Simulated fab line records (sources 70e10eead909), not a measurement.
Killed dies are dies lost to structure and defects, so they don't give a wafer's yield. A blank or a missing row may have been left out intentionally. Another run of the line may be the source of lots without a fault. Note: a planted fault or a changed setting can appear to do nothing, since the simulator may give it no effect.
Matching of chambers / flow nand harc / NHARC_A_M0_CMP_23 on cmp-03 has 4 sister chambers
The step polishes, t overpolish 20 s, target thk 113.75 nm. 4 wafers are shown with their chamber, then 7 later ones without.

## WAFERS, EACH WITH ITS CHAMBER
wafer=L081.4; chamber=1; motor current A (A)=12.7
wafer=L082.5; chamber=2; motor current A (A)=13.6
wafer=L091.1; chamber=0; motor current A (A)=10.0
wafer=L091.3; chamber=3; motor current A (A)=10.7

## WAFERS WITH NO CHAMBER GIVEN
wafer=L091.4; motor current A (A)=13.9
wafer=L092.1; motor current A (A)=13.1
wafer=L092.2; motor current A (A)=13.5
wafer=L092.5; motor current A (A)=12.3
wafer=L094.2; motor current A (A)=10.8
wafer=L094.3; motor current A (A)=10.6
wafer=L094.4; motor current A (A)=13.3

## THE CHAMBER EACH PASSED THROUGH
wafer=L091.4; from the rows above=2; in truth=2
wafer=L092.1; from the rows above=can't be placed: 1 or 2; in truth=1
wafer=L092.2; from the rows above=2; in truth=2
wafer=L092.5; from the rows above=1; in truth=1
wafer=L094.2; from the rows above=3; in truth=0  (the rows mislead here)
wafer=L094.3; from the rows above=can't be placed: 3 or 0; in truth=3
wafer=L094.4; from the rows above=can't be placed: 2 or 1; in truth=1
Placed correctly: 3 of 7. Cannot be placed on the basis of these rows: 3; the candidates contain the true chamber in 3. Number placed wrongly: 1.
How it was worked out, from the rows above alone: a wafer's distance from a chamber is the root of the sum, over the readings, of the square of ((its reading less the chamber's mean) divided by the reading's scatter). The wafer belongs to the nearest chamber; if the next one is less than 2 further off, it can't be placed. For every chamber, the mean is computed from those of its wafers that are shown. The scatter (one wafer shown for each chamber): square how far every hidden wafer sits from the nearest shown wafer, average those squares and take the square root.
